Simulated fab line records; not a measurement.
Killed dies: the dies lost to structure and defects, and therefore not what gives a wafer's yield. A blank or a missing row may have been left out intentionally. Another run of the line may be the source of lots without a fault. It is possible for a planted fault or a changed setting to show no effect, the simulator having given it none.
Chamber matching | flow n5 finfet | N5_BEOL_M1_ETCHBACK_99 on rie diel-02: 4 sister chambers
The step etches SiO2 in CHF3, target depth 5 nm, time 10.4 s. 20 wafers are shown with their chamber, then 9 later ones without.

WAFERS WITH THEIR CHAMBER
wafer  | chamber | showerhead plenum p Torr (Torr) | drypump motor current A (A) | oes product au (a.u.)
L075.1 | 1       | 2.07                            | 6.2                         | 0.77
L075.3 | 0       | 2.27                            | 5.1                         | 0.82
L075.5 | 1       | 2.07                            | 6.2                         | 0.77
L077.1 | 0       | 2.27                            | 5.1                         | 0.81
L077.3 | 2       | 2.14                            | 6.1                         | 0.74
L077.5 | 0       | 2.27                            | 5.1                         | 0.81
L079.1 | 1       | 2.07                            | 6.2                         | 0.77
L079.3 | 0       | 2.27                            | 5.1                         | 0.81
L079.5 | 2       | 2.14                            | 6.1                         | 0.74
L081.1 | 1       | 2.07                            | 6.2                         | 0.77
L081.3 | 0       | 2.27                            | 5.1                         | 0.81
L081.5 | 2       | 2.14                            | 6.2                         | 0.73
L084.1 | 1       | 2.07                            | 6.1                         | 0.75
L084.5 | 2       | 2.13                            | 6.1                         | 0.73
L084.6 | 1       | 2.07                            | 6.2                         | 0.76
L085.2 | 1       | 2.07                            | 6.1                         | 0.75
L085.3 | 0       | 2.26                            | 5.1                         | 0.81
L087.2 | 2       | 2.13                            | 6.1                         | 0.72
L087.3 | 3       | 2.21                            | 6.7                         | 0.96
L087.5 | 0       | 2.26                            | 5.1                         | 0.80

SIGNATURES (averages over the wafers above)
reading                  | chamber 0 | chamber 1 | chamber 2 | chamber 3 | scatter within a chamber
showerhead plenum p Torr | 2.2671    | 2.0700    | 2.1360    | 2.2100    | 0.00405
drypump motor current A  | 5.100     | 6.171     | 6.120     | 6.700     | 0.0373
oes product au           | 0.8100    | 0.7629    | 0.7320    | 0.9600    | 0.008
Rule: distance of a wafer from a chamber = root of the sum over the readings of ((wafer's reading minus chamber's mean) / reading's scatter) squared. If the next closest chamber is less than 2 further off than the closest, the wafer can't be placed; otherwise it belongs to the closest. The scatter: the root of (the sum of the squares of (reading less its chamber's mean) over the shown wafers, divided by (wafers less chambers)).

WAFERS WITH NO CHAMBER GIVEN
wafer  | showerhead plenum p Torr (Torr) | drypump motor current A (A) | oes product au (a.u.)
L090.1 | 2.21                            | 6.6                         | 0.96
L090.5 | 2.26                            | 5.1                         | 0.79
L090.6 | 2.06                            | 6.2                         | 0.74
L093.3 | 2.21                            | 6.6                         | 0.94
L093.5 | 2.06                            | 6.2                         | 0.73
L093.6 | 2.26                            | 5.1                         | 0.78
L097.1 | 2.06                            | 6.2                         | 0.73
L097.2 | 2.21                            | 6.7                         | 0.91
L097.6 | 2.21                            | 6.6                         | 0.92

CHAMBER TAKEN BY EACH
wafer  | from the rows above | in truth
L090.1 | 3                   | 3
L090.5 | 0                   | 0
L090.6 | 1                   | 1
L093.3 | 3                   | 3
L093.5 | 1                   | 1
L093.6 | 0                   | 0
L097.1 | 1                   | 1
L097.2 | 3                   | 3
L097.6 | 3                   | 3
Placed correctly: 9 of 9. Left unplaced by these rows: 0. Number placed wrongly: 0.
